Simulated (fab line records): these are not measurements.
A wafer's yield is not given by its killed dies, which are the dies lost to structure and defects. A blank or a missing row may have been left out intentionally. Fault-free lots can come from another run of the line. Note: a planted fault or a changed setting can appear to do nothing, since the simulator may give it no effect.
Which tool was responsible? ; flow n5_finfet ; at 1 step of a route of 1938, 7 lots with 17 wafers sampled

== WHAT THE GAUGES READ, wafer by wafer ==
N5_DUMMY_GATE_CD_MEAS_24 targets a cd of 15 nm.
lot;measured;on;cd_nm (nm)
L945;day 3 17:04;cd_sem-01;15.8 14.5
L948;day 4 10:49;cd_sem-03;15.3 15.7
L950;day 4 23:57;cd_sem-02;14.9 15.3
L952;day 5 11:07;cd_sem-02;15.1 14.8 15.4
L954;day 5 23:11;cd_sem-02;14.8 14.8 15.0
L956;day 6 09:47;cd_sem-01;16.3 15.6
L963;day 8 06:54;cd_sem-03;15.7 15.2 14.7

== EACH LOT AND THE TOOL THAT RAN IT (in order: tool; ch and the chambers of the sampled wafers; start) ==
Before these readings, the record contains no process step.

== THE ANSWER, worked out from the rows above alone ==
Rule: what is usual is taken from the lots themselves. The widest of any qualifying gaps counts: lots, ordered by their means at a reading, are off when they make up no more than a third of the lots, leave a main group of 4 or more, and stand apart from it by 3 or more times the standard deviation of that group's means. The tables above print the reading to a certain number of digits; a main group whose means all agree to those digits is not used. Also off: a lot with no number at a reading for which 4 or more lots have one. All remaining lots with rows at the step are treated as sound.
No lot is off on any of the readings shown, so nothing can be concluded from this.

== WHAT WAS PUT IN BY THE SIMULATOR ==
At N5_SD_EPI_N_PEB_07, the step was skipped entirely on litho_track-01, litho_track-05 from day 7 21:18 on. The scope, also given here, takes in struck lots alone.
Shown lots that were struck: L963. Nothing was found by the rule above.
